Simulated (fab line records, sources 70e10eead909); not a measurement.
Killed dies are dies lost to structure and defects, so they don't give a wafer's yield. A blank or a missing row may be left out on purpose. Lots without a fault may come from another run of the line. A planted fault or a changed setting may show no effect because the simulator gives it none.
A struck lot beside a sound one | flow nand_harc | 23 steps out of a route of 1302
Sound: wafers L237.3, L237.4, L237.6. Struck: wafers L250.1, L250.2, L250.5. The cause comes at the end.
At each step with rows: each side's tool, then ch and its chambers, then its first start. Under that, the readings that differ: sound wafers | struck wafers | difference of the means | sigmas: that difference in standard deviations of wafers without a fault.
alike: readings whose means differ by less than 2 such deviations, and words and numbers that are the same on both sides. not compared: withheld readings, readings that some wafer has no value for, bounds like >300 that may hide the same value, and numbers for which the record gives no deviation and whose values overlap.
The two part at a step that has a row with sigmas, a row that says differs or no value, or rows on one side only. Numbers that don't overlap but have no deviation are shown without sigmas and don't part them. A reading that every wafer of one side lacks parts them only if that side has two wafers or more.

NHARC_A_M0_INSPECT_27:
  sound on defect_inspect-01, day 25 21:31; struck on defect_inspect-02, day 31 05:33
  reading          | sound       | struck      | difference | sigmas
  raw_defect_count | 369 374 398 | 696 689 527 | +257       | +2
NHARC_A_M0_PRE_CLEAN_31: time 12 s.
  sound on pecvd-01 ch 0,1, day 25 21:35; struck on pecvd-01 ch 0,1,2, day 31 05:49
  alike: heater_power_w
  not compared: since_wet_clean_h
NHARC_A_M0_DEP_32: deposits SiCN, target thk 30 nm.
  sound on pecvd-01 ch 0,1, day 25 21:42; struck on pecvd-01 ch 0,1,2, day 31 05:53
  reading                      | sound             | struck            | difference | sigmas
  chamber_pressure_Torr (Torr) | 2.997 3.015 3.006 | 2.990 2.990 2.993 | -0.015     | -2
  alike: heater_power_w
  not compared: since_wet_clean_h
then, 8 steps without rows for these wafers: NHARC_A_M1_DEP_00 (deposits SiOC, target thk 182.5 nm); NHARC_A_M1_DEHYDRATE_01 (time 120 s); NHARC_A_M1_HMDS_02 (time 30 s); NHARC_A_M1_COAT_34 (time 65 s); NHARC_A_M1_COAT_03 (resist thk 90 nm); NHARC_A_M1_SOFTBAKE_04 (time 55 s); NHARC_A_M1_EBR_05; NHARC_A_M1_EXPOSE_06 (exposes mask A M1, target cd 120 nm).
NHARC_A_M1_PEB_07: peb time 65 s.
  sound on litho_track-06 ch 0, day 25 22:41; struck on litho_track-06 ch 0, day 31 06:55
  reading                  | sound             | struck            | difference | sigmas
  heater_power_total_W (W) | 157.2 156.6 156.4 | 372.3 373.0 372.1 | +215.7     | +99 or more
then, 1 step without rows for these wafers: NHARC_A_M1_DEVELOP_08 (develop time 35 s).
NHARC_A_M1_CD_MEAS_09: target cd 120 nm.
  sound on cd_sem-01 ch 0, day 25 22:46; struck on cd_sem-02 ch 0, day 31 06:59
  reading    | sound             | struck         | difference | sigmas
  cd_nm (nm) | 119.7 119.7 119.7 | 46.1 45.6 45.4 | -74.0      | -99 or more
NHARC_A_M1_OVL_MEAS_10: pitch 240 nm.
  sound on overlay-02, day 25 22:52; struck on overlay-02, day 31 07:05
  reading           | sound       | struck         | difference | sigmas
  overlay_y_nm (nm) | 0.8 0.6 1.5 | -0.8 -0.9 -0.6 | -1.7       | -2
  alike: overlay_x_nm
NHARC_A_M1_INSPECT_11:
  sound on defect_inspect-02, day 25 22:55; struck on defect_inspect-02, day 31 07:07
  alike: raw_defect_count
NHARC_A_M1_DESCUM_14: chemistry O2, time 3 s.
  sound on rie_diel-12 ch 1,2, day 25 22:59; struck on rie_diel-12 ch 1,2, day 31 07:11
  reading               | sound             | struck            | difference | sigmas
  model.A_M1.cd_nm (nm) | 119.5 119.1 119.7 | 45.92 45.64 44.92 | -73.94     |
  alike: drypump_motor_current_A, oes_product_au, rf_vpp_V, showerhead_plenum_p_Torr, throttle_valve_pct
  not compared: rf_hours_counter_h
NHARC_A_M1_ETCH_35: etches the open film in N2/H2, target depth 40 nm, overetch 12 nm, time 43.94 s.
  sound on rie_diel-12 ch 1,3, day 25 23:04; struck on rie_diel-12 ch 0,1, day 31 07:16
  reading                         | sound          | struck         | difference | sigmas
  showerhead_plenum_p_Torr (Torr) | 1.89 1.97 1.89 | 1.97 2.19 2.19 | +0.20      | +2
  alike: drypump_motor_current_A, n2_flow_sccm, oes_product_au, rf_vpp_V, throttle_valve_pct
  not compared: rf_hours_counter_h
NHARC_A_M1_ETCH_15: etches the open film in C4F8/Ar, target depth 182.5 nm, time 91.2 s.
  sound on rie_diel-12 ch 2,3; struck on rie_diel-12 ch 1,2,3
  alike: oes_product_au, rf_vpp_V
  not compared: rf_hours_counter_h
NHARC_A_M1_CD_MEAS_16:
  sound on cd_sem-03, day 25 23:19; struck on cd_sem-01, day 31 07:29
  reading    | sound             | struck         | difference | sigmas
  cd_nm (nm) | 119.7 119.2 119.8 | 46.7 45.4 44.7 | -74.0      | -99 or more
NHARC_A_M1_STRIP_18: strips in N2/H2.
  sound on rie_diel-01 ch 0,3, day 25 23:23; struck on rie_diel-01 ch 0,2,3, day 31 07:35
  reading     | sound          | struck       | difference | sigmas
  power_w (W) | 1005 1005 1007 | 998 1000 999 | -7         | -2
  alike: drypump_motor_current_A, n2_flow_sccm, oes_product_au, rf_vpp_V, showerhead_plenum_p_Torr, throttle_valve_pct
  not compared: rf_hours_counter_h
NHARC_A_M1_ETCH_28: etches the open film in CF4/N2, target depth 30 nm, time 72.99 s.
  sound on rie_diel-01 ch 0,1; struck on rie_diel-01 ch 0,2
  reading               | sound             | struck            | difference | sigmas
  model.A_M1.cd_nm (nm) | 119.3 118.8 119.7 | 45.87 44.66 44.43 | -74.28     |
  alike: drypump_motor_current_A, n2_flow_sccm, oes_product_au, rf_vpp_V, showerhead_plenum_p_Torr, throttle_valve_pct
  not compared: rf_hours_counter_h
then, 1 step without rows for these wafers: NHARC_A_M1_STRIP_19 (strips in post etch residue remover, time 600 s).

WHERE THEY PART
First at NHARC_A_M0_INSPECT_27; last, within this record, at NHARC_A_M1_STRIP_18. Later steps at which nothing parts them and some readings are alike: NHARC_A_M1_ETCH_28.

WHY: what the simulator had put in
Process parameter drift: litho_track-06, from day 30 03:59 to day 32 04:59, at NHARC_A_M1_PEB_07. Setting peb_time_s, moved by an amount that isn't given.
